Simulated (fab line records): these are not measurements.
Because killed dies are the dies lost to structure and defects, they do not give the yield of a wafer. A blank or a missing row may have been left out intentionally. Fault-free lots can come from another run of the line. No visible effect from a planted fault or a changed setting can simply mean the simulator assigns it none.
A struck lot beside a sound one -- flow n5-finfet -- 30 steps out of a route of 1938
Sound: these wafers, L467.1, L467.3, L467.6. Struck: wafer L468.3 (left out: L468.2, L468.5 of the same lot, which were not struck); the cause appears at the end.
For every step that has rows: the tool of each side, followed by ch and its chambers, followed by its first start. Under that, the readings that differ: sound wafers -- struck wafers -- difference of the means -- sigmas: that difference in standard deviations of wafers without a fault.
alike: readings whose means differ by less than 2 such deviations, and words and numbers that are the same on both sides. not compared: withheld readings, readings that some wafer has no value for, bounds like >300 that may hide the same value, and numbers for which the record gives no deviation and whose values overlap.
A row with sigmas, a row that says differs or no value, or rows on one side alone: a step with any of these is where the two part. Non-overlapping numbers with no deviation appear without sigmas and do not part them. Lack of a reading on every wafer of one side parts them only where that side has two or more wafers.

first, 9 steps without rows for these wafers: N5_BEOL_M4_COAT_62 (time 60 s, resist thk 12 nm); N5_BEOL_M4_COAT_73 (time 60 s, resist thk 5 nm); N5_BEOL_M4_COAT_05 (resist thk 30 nm); N5_BEOL_M4_EBR_07; N5_BEOL_M4_SOFTBAKE_06 (time 60 s); N5_BEOL_M4_EXPOSE_08 (exposes mask M4); N5_BEOL_M4_PEB_09 (peb time 60 s); N5_BEOL_M4_DEVELOP_10 (develop time 30 s); N5_BEOL_M4_DESCUM_16 (chemistry O2, time 7 s).
N5_BEOL_M4_ETCH_74: etches underlayer in N2/H2, target depth 6.5 nm, time 5.2 s.
  sound on rie-diel-02 ch 0,2, day 7 21:03; struck on rie-diel-02 ch 3, day 8 02:44
  alike: drypump-motor-current-A, etch-rf-on-time-s, oes-product-au, rf-vpp-V, showerhead-plenum-p-Torr, throttle-valve-pct
  not compared: rf-hours-counter-h
then, 16 steps without rows for these wafers: N5_BEOL_M4_ETCH_63 (etches SiARC in CF4, target depth 15.6 nm, time 26 s); N5_BEOL_M4_ETCH_64 (etches SOC in N2/H2, target depth 75 nm, overetch 22.5 nm, time 121.9 s); N5_BEOL_M4_STRIP_65 (strips in N2/H2); N5_BEOL_M4_STRIP_75 (strips in N2/H2); N5_BEOL_M4_STRIP_66 (strips in CF4); N5_BEOL_M4_HM_OPEN_17 (chemistry Cl2/BCl3, target TiN, target depth 20 nm, overetch 6 nm); N5_BEOL_M4_STRIP_19 (strips in O2); N5_BEOL_M4_COAT_67 (time 60 s, resist thk 60 nm); N5_BEOL_M4_COAT_68 (time 60 s, resist thk 12 nm); N5_BEOL_M4_COAT_76 (time 60 s, resist thk 5 nm); N5_BEOL_M4_COAT_22 (resist thk 30 nm); N5_BEOL_M4_EBR_24; N5_BEOL_M4_SOFTBAKE_23 (time 60 s); N5_BEOL_M4_EXPOSE_25 (exposes mask V3, defocus 5 nm); N5_BEOL_M4_PEB_26 (peb time 60 s); N5_BEOL_M4_DEVELOP_27 (develop time 30 s).
N5_BEOL_M4_INSPECT_30: inspects for defects (brightfield).
  sound: defect-inspect-01 at day 7 21:51; struck: defect-inspect-02 at day 8 03:32
reading,sound,struck,difference,sigmas
raw-defect-count,398 408 361,1027,+638,+6
then, 1 step without rows for these wafers: N5_BEOL_M4_DESCUM_33 (chemistry O2, time 7 s).
N5_BEOL_M4_RC_MEAS_101:
  sound on prober-01 ch 0, day 8 03:00; struck on prober-02 ch 0, day 8 08:19
reading,sound,struck,difference,sigmas
IOFF_P (nA/um),0.27 0.26 0.26,0.18,-0.08,-3
VT_P (mV),-246 -248 -243,-256,-10,-3
  alike: DIBL_N, DIBL_P, IOFF_N, ION_N, ION_P, SS_N, SS_P, VT_N
-- record jumps: 4 days separate the struck wafers' starts on either side; left off in module BEOL_M4, taken up again in module PASSIVATION, whose first shown step is the route's number 1936 --
N5_PASSIVATION_PROBE_49:
  sound: prober-02 at day 12 11:56; struck: prober-01 at day 12 16:13
reading,sound,struck,difference,sigmas
defect-limited-yield (%),90.0 90.8 91.2,83.9,-6.8,-5
killed_at_M4_up,13 9 8,125,+115,+22
killed-at-front-end,54 45 45,23,-25,-2
killed-dies,118 109 104,190,+80,+5
killed-short,42 38 49,25,-18,-2
sort_bin_5_function (%),5.1 5.2 5.0,10.3,+5.2,+6
sort-n-pass,1062 1071 1076,990,-80,-5
sort-yield-pct (%),90.0 90.8 91.2,83.9,-6.8,-5
  alike: killed_at_M0_to_M3, killed-at-contacts, killed-at-other, killed-open, sort_bin_6_memory

WHERE THEY PART
Last at N5_PASSIVATION_PROBE_49 as far as this record goes, first at N5_BEOL_M4_INSPECT_30.

WHY: what had been put in by the simulator
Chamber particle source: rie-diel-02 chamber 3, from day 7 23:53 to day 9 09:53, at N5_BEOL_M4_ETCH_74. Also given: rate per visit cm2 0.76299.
